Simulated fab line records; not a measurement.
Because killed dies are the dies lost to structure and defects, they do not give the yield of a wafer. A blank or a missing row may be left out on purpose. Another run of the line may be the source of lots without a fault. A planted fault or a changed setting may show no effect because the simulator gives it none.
The tool behind it: which one? :: flow n5-finfet :: 24 lots, 72 wafers sampled, at 4 steps of a route of 1938

WHAT THE GAUGES SHOWED, per wafer
N5_BEOL_M7_OVL_MEAS_12. Usual: M7_OVL gives -0.1 nm (standard deviation 0.74).
lot: L074
measured: day 10 03:14
on: overlay-02
M7_OVL (nm): -1.2 0.2 1.1
flag: 

lot: L075
measured: day 10 09:11
on: overlay-02
M7_OVL (nm): -0.3 0.6 0.3
flag: 

lot: L077
measured: day 10 14:20
on: overlay-02
M7_OVL (nm): -0.3 0.8 0.2
flag: 

lot: L078
measured: day 11 05:42
on: overlay-02
M7_OVL (nm): -0.5 0.3 -0.2
flag: 

lot: L076
measured: day 11 05:55
on: overlay-02
M7_OVL (nm): 1.4 0.9 -0.1
flag: 

lot: L079
measured: day 11 11:13
on: overlay-02
M7_OVL (nm): 0.4 0.4 0.6
flag: 

lot: L080
measured: day 11 14:31
on: overlay-02
M7_OVL (nm): -0.2 0.5 -0.8
flag: 

lot: L081
measured: day 11 18:45
on: overlay-02
M7_OVL (nm): -0.5 0.4 0.4
flag: 

lot: L082
measured: day 12 05:36
on: overlay-02
M7_OVL (nm): 1.1 -0.2 -1.0
flag: 

lot: L083
measured: day 12 11:08
on: overlay-01
M7_OVL (nm): -0.7 -0.7 -0.2
flag: 

lot: L084
measured: day 12 18:13
on: overlay-02
M7_OVL (nm): -0.5 -0.4 -1.1
flag: 

lot: L086
measured: day 12 22:04
on: overlay-01
M7_OVL (nm): 1.7 1.5 -0.1
flag: 

lot: L085
measured: day 13 08:05
on: overlay-01
M7_OVL (nm): -0.2 -0.9 -1.0
flag: 

lot: L087
measured: day 13 08:23
on: overlay-01
M7_OVL (nm): 0.2 1.1 1.4
flag: 

lot: L088
measured: day 13 14:34
on: overlay-01
M7_OVL (nm): 2.0 0.6 0.1
flag: 

lot: L089
measured: day 13 19:13
on: overlay-02
M7_OVL (nm): -0.6 -0.3 -0.2
flag: 

lot: L090
measured: day 14 05:04
on: overlay-01
M7_OVL (nm): 1.6 0.5 -0.4
flag: 

lot: L091
measured: day 14 12:13
on: overlay-01
M7_OVL (nm): -1.5 -0.3 -0.3
flag: 

lot: L092
measured: day 14 17:06
on: overlay-01
M7_OVL (nm): -1.1 -1.4 -1.2
flag: 

lot: L093
measured: day 14 20:25
on: overlay-02
M7_OVL (nm): 0.1 0.1 -0.1
flag: 

lot: L094
measured: day 14 23:28
on: overlay-02
M7_OVL (nm): 0.3 -1.1 0.2
flag: 

lot: L095
measured: day 15 05:49
on: overlay-02
M7_OVL (nm): -1.0 -0.3 -0.8
flag: 

lot: L096
measured: day 15 15:16
on: overlay-01
M7_OVL (nm): -0.9 -0.8 -0.2
flag: 

lot: L097
measured: day 16 09:11
on: overlay-02
M7_OVL (nm): -0.9 -0.9 -1.5
flag: 

N5_BEOL_M7_INSPECT_13: inspects for defects (brightfield). Usual: 403 for raw-defect-count, sd 99.
lot: L074
measured: day 10 03:15
on: defect-inspect-01
raw-defect-count: 354 387 291
flag: 

lot: L075
measured: day 10 09:12
on: defect-inspect-02
raw-defect-count: 543 573 492
flag: 

lot: L077
measured: day 10 14:22
on: defect-inspect-02
raw-defect-count: 398 379 583
flag: 

lot: L078
measured: day 11 05:44
on: defect-inspect-01
raw-defect-count: 351 345 416
flag: 

lot: L076
measured: day 11 05:56
on: defect-inspect-02
raw-defect-count: 379 359 361
flag: 

lot: L079
measured: day 11 11:14
on: defect-inspect-02
raw-defect-count: 303 307 412
flag: 

lot: L080
measured: day 11 14:32
on: defect-inspect-02
raw-defect-count: 425 428 345
flag: 

lot: L081
measured: day 11 18:47
on: defect-inspect-01
raw-defect-count: 486 404 477
flag: 

lot: L082
measured: day 12 05:38
on: defect-inspect-02
raw-defect-count: 490 512 374
flag: 

lot: L083
measured: day 12 11:09
on: defect-inspect-01
raw-defect-count: 375 411 342
flag: 

lot: L084
measured: day 12 18:14
on: defect-inspect-02
raw-defect-count: 506 581 415
flag: 

lot: L086
measured: day 12 22:05
on: defect-inspect-01
raw-defect-count: 304 282 370
flag: 

lot: L085
measured: day 13 08:07
on: defect-inspect-02
raw-defect-count: 457 441 513
flag: 

lot: L087
measured: day 13 08:25
on: defect-inspect-01
raw-defect-count: 283 383 290
flag: 

lot: L088
measured: day 13 14:35
on: defect-inspect-01
raw-defect-count: 288 343 334
flag: 

lot: L089
measured: day 13 19:15
on: defect-inspect-01
raw-defect-count: 289 271 322
flag: 

lot: L090
measured: day 14 05:06
on: defect-inspect-01
raw-defect-count: 258 181 233
flag: 

lot: L091
measured: day 14 12:14
on: defect-inspect-02
raw-defect-count: 368 445 278
flag: 

lot: L092
measured: day 14 17:07
on: defect-inspect-02
raw-defect-count: 407 356 305
flag: 

lot: L093
measured: day 14 20:27
on: defect-inspect-02
raw-defect-count: 455 387 384
flag: 

lot: L094
measured: day 14 23:29
on: defect-inspect-02
raw-defect-count: 403 308 272
flag: 

lot: L095
measured: day 15 05:50
on: defect-inspect-02
raw-defect-count: 401 446 432
flag: 

lot: L096
measured: day 15 15:17
on: defect-inspect-02
raw-defect-count: 441 354 403
flag: 

lot: L097
measured: day 16 09:13
on: defect-inspect-02
raw-defect-count: 539 333 498
flag: 

WHAT TOOL EACH LOT RAN ON (gives the tool, then ch and the chambers of the sampled wafers, and finally the start)
lot: L074
N5_BEOL_M6_CURE_75: uv-cure-01 ch 0, day 9 22:51
N5_BEOL_M6_PRE_CLEAN_45: pvd-sputter-03, day 10 00:02

lot: L075
N5_BEOL_M6_CURE_75: uv-cure-03 ch 2, day 10 02:43
N5_BEOL_M6_PRE_CLEAN_45: pvd-sputter-02, day 10 03:06

lot: L077
N5_BEOL_M6_CURE_75: uv-cure-03 ch 2, day 10 09:08
N5_BEOL_M6_PRE_CLEAN_45: pvd-sputter-02, day 10 09:41

lot: L078
N5_BEOL_M6_CURE_75: uv-cure-03 ch 2, day 11 00:47
N5_BEOL_M6_PRE_CLEAN_45: pvd-sputter-01, day 11 01:07

lot: L076
N5_BEOL_M6_CURE_75: uv-cure-01 ch 0, day 11 01:07
N5_BEOL_M6_PRE_CLEAN_45: pvd-sputter-01, day 11 01:55

lot: L079
N5_BEOL_M6_CURE_75: uv-cure-02 ch 0, day 11 05:29
N5_BEOL_M6_PRE_CLEAN_45: pvd-sputter-02, day 11 06:08

lot: L080
N5_BEOL_M6_CURE_75: uv-cure-02 ch 0, day 11 09:52
N5_BEOL_M6_PRE_CLEAN_45: pvd-sputter-02, day 11 10:11

lot: L081
N5_BEOL_M6_CURE_75: uv-cure-03 ch 2, day 11 13:16
N5_BEOL_M6_PRE_CLEAN_45: pvd-sputter-03, day 11 13:35

lot: L082
N5_BEOL_M6_CURE_75: uv-cure-02 ch 2, day 11 22:55
N5_BEOL_M6_PRE_CLEAN_45: pvd-sputter-02, day 11 23:40

lot: L083
N5_BEOL_M6_CURE_75: uv-cure-03 ch 0, day 12 04:49
N5_BEOL_M6_PRE_CLEAN_45: pvd-sputter-02, day 12 05:37

lot: L084
N5_BEOL_M6_CURE_75: uv-cure-02 ch 0, day 12 12:19
N5_BEOL_M6_PRE_CLEAN_45: pvd-sputter-02, day 12 12:55

lot: L086
N5_BEOL_M6_CURE_75: uv-cure-03 ch 0, day 12 12:59
N5_BEOL_M6_PRE_CLEAN_45: pvd-sputter-02, day 12 15:13

lot: L085
N5_BEOL_M6_CURE_75: uv-cure-02 ch 2, day 13 01:30
N5_BEOL_M6_PRE_CLEAN_45: pvd-sputter-01, day 13 02:11

lot: L087
N5_BEOL_M6_CURE_75: uv-cure-03 ch 1, day 13 03:30
N5_BEOL_M6_PRE_CLEAN_45: pvd-sputter-02, day 13 04:08

lot: L088
N5_BEOL_M6_CURE_75: uv-cure-02 ch 1, day 13 08:29
N5_BEOL_M6_PRE_CLEAN_45: pvd-sputter-01, day 13 08:50

lot: L089
N5_BEOL_M6_CURE_75: uv-cure-03 ch 2, day 13 13:45
N5_BEOL_M6_PRE_CLEAN_45: pvd-sputter-01, day 13 14:16

lot: L090
N5_BEOL_M6_CURE_75: uv-cure-03 ch 2, day 13 23:05
N5_BEOL_M6_PRE_CLEAN_45: pvd-sputter-01, day 13 23:55

lot: L091
N5_BEOL_M6_CURE_75: uv-cure-03 ch 0, day 14 07:22
N5_BEOL_M6_PRE_CLEAN_45: pvd-sputter-01, day 14 07:57

lot: L092
N5_BEOL_M6_CURE_75: uv-cure-03 ch 1, day 14 11:40
N5_BEOL_M6_PRE_CLEAN_45: pvd-sputter-01, day 14 12:20

lot: L093
N5_BEOL_M6_CURE_75: uv-cure-02 ch 2, day 14 16:26
N5_BEOL_M6_PRE_CLEAN_45: pvd-sputter-02, day 14 16:54

lot: L094
N5_BEOL_M6_CURE_75: uv-cure-02 ch 1, day 14 19:46
N5_BEOL_M6_PRE_CLEAN_45: pvd-sputter-02, day 14 20:05

lot: L095
N5_BEOL_M6_CURE_75: uv-cure-02 ch 2, day 15 00:25
N5_BEOL_M6_PRE_CLEAN_45: pvd-sputter-02, day 15 01:53

lot: L096
N5_BEOL_M6_CURE_75: uv-cure-01 ch 0, day 15 10:30
N5_BEOL_M6_PRE_CLEAN_45: pvd-sputter-02, day 15 11:09

lot: L097
N5_BEOL_M6_CURE_75: uv-cure-01 ch 1, day 16 03:05
N5_BEOL_M6_PRE_CLEAN_45: pvd-sputter-03, day 16 03:37
- N5_BEOL_M6_CURE_75: cures SiCOH lowk, time 120 s.
- N5_BEOL_M6_PRE_CLEAN_45: time 30 s.

WHAT THE TOOLS THEMSELVES READ (means of the sampled wafers that have a number; where no wafer has one, the mark that the record gives instead)
N5_BEOL_M6_CURE_75. Usual: lamp-power-pct 52.32 %, standard deviation 0.053; wafer_temp_C_max 372.0, standard deviation 0.57.
lot: L074
tool: uv-cure-01
lamp-power-pct (%): 52.33
wafer_temp_C_max: 371.5
flag: 

lot: L075
tool: uv-cure-03
lamp-power-pct (%): 52.32
wafer_temp_C_max: 372.9
flag: 

lot: L077
tool: uv-cure-03
lamp-power-pct (%): 52.34
wafer_temp_C_max: 372.9
flag: 

lot: L078
tool: uv-cure-03
lamp-power-pct (%): 52.34
wafer_temp_C_max: 372.5
flag: 

lot: L076
tool: uv-cure-01
lamp-power-pct (%): 52.33
wafer_temp_C_max: 372.1
flag: 

lot: L079
tool: uv-cure-02
lamp-power-pct (%): 52.30
wafer_temp_C_max: 372.0
flag: 

lot: L080
tool: uv-cure-02
lamp-power-pct (%): 52.33
wafer_temp_C_max: 371.5
flag: 

lot: L081
tool: uv-cure-03
lamp-power-pct (%): 52.30
wafer_temp_C_max: 372.0
flag: 

lot: L082
tool: uv-cure-02
lamp-power-pct (%): 52.33
wafer_temp_C_max: 372.0
flag: 

lot: L083
tool: uv-cure-03
lamp-power-pct (%): 52.33
wafer_temp_C_max: 371.7
flag: 

lot: L084
tool: uv-cure-02
lamp-power-pct (%): 52.36
wafer_temp_C_max: 371.9
flag: 

lot: L086
tool: uv-cure-03
lamp-power-pct (%): 52.34
wafer_temp_C_max: 371.8
flag: 

lot: L085
tool: uv-cure-02
lamp-power-pct (%): 52.31
wafer_temp_C_max: 371.4
flag: 

lot: L087
tool: uv-cure-03
lamp-power-pct (%): 52.29
wafer_temp_C_max: 371.5
flag: 

lot: L088
tool: uv-cure-02
lamp-power-pct (%): 52.31
wafer_temp_C_max: 372.6
flag: 

lot: L089
tool: uv-cure-03
lamp-power-pct (%): 52.37
wafer_temp_C_max: 372.4
flag: 

lot: L090
tool: uv-cure-03
lamp-power-pct (%): 52.32
wafer_temp_C_max: 372.1
flag: 

lot: L091
tool: uv-cure-03
lamp-power-pct (%): 52.34
wafer_temp_C_max: 371.6
flag: 

lot: L092
tool: uv-cure-03
lamp-power-pct (%): 52.26
wafer_temp_C_max: 371.3
flag: 

lot: L093
tool: uv-cure-02
lamp-power-pct (%): 52.32
wafer_temp_C_max: 371.6
flag: 

lot: L094
tool: uv-cure-02
lamp-power-pct (%): 52.29
wafer_temp_C_max: 372.2
flag: 

lot: L095
tool: uv-cure-02
lamp-power-pct (%): 52.32
wafer_temp_C_max: 371.8
flag: 

lot: L096
tool: uv-cure-01
lamp-power-pct (%): 52.29
wafer_temp_C_max: 371.6
flag: 

lot: L097
tool: uv-cure-01
lamp-power-pct (%): 52.34
wafer_temp_C_max: 373.0
flag: 

N5_BEOL_M6_PRE_CLEAN_45. Usual: 325 W for heater-power-w, sd 17.
lot: L074
tool: pvd-sputter-03
heater-power-w (W): 329
flag: 

lot: L075
tool: pvd-sputter-02
heater-power-w (W): 327
flag: 

lot: L077
tool: pvd-sputter-02
heater-power-w (W): 318
flag: 

lot: L078
tool: pvd-sputter-01
heater-power-w (W): 325
flag: 

lot: L076
tool: pvd-sputter-01
heater-power-w (W): 295
flag: 

lot: L079
tool: pvd-sputter-02
heater-power-w (W): 325
flag: 

lot: L080
tool: pvd-sputter-02
heater-power-w (W): 345
flag: 

lot: L081
tool: pvd-sputter-03
heater-power-w (W): 333
flag: 

lot: L082
tool: pvd-sputter-02
heater-power-w (W): 331
flag: 

lot: L083
tool: pvd-sputter-02
heater-power-w (W): 324
flag: 

lot: L084
tool: pvd-sputter-02
heater-power-w (W): 320
flag: 

lot: L086
tool: pvd-sputter-02
heater-power-w (W): 329
flag: 

lot: L085
tool: pvd-sputter-01
heater-power-w (W): 335
flag: 

lot: L087
tool: pvd-sputter-02
heater-power-w (W): 332
flag: 

lot: L088
tool: pvd-sputter-01
heater-power-w (W): 326
flag: 

lot: L089
tool: pvd-sputter-01
heater-power-w (W): 320
flag: 

lot: L090
tool: pvd-sputter-01
heater-power-w (W): 326
flag: 

lot: L091
tool: pvd-sputter-01
heater-power-w (W): 319
flag: 

lot: L092
tool: pvd-sputter-01
heater-power-w (W): 323
flag: 

lot: L093
tool: pvd-sputter-02
heater-power-w (W): 328
flag: 

lot: L094
tool: pvd-sputter-02
heater-power-w (W): 325
flag: 

lot: L095
tool: pvd-sputter-02
heater-power-w (W): 328
flag: 

lot: L096
tool: pvd-sputter-02
heater-power-w (W): 326
flag: 

lot: L097
tool: pvd-sputter-03
heater-power-w (W): 337
flag: 

THE ANSWER, worked out from the rows above alone
Rule: lot off if the mean of its wafers having a number is beyond 3 standard deviations from the usual mean. Also off: a lot with no number at a reading for which 4 or more lots have one. All remaining lots with rows at the step are treated as sound. After the gauges, taken in route order, come the tools' own readings; for these a lot's mean is taken, as printed above. At the first step where some lot is off, the reading lying furthest off is the one used; lots without a number count as furthest.
No lot is off at any reading shown: from this, nothing can be told.

WHAT THE SIMULATOR HAD INSERTED
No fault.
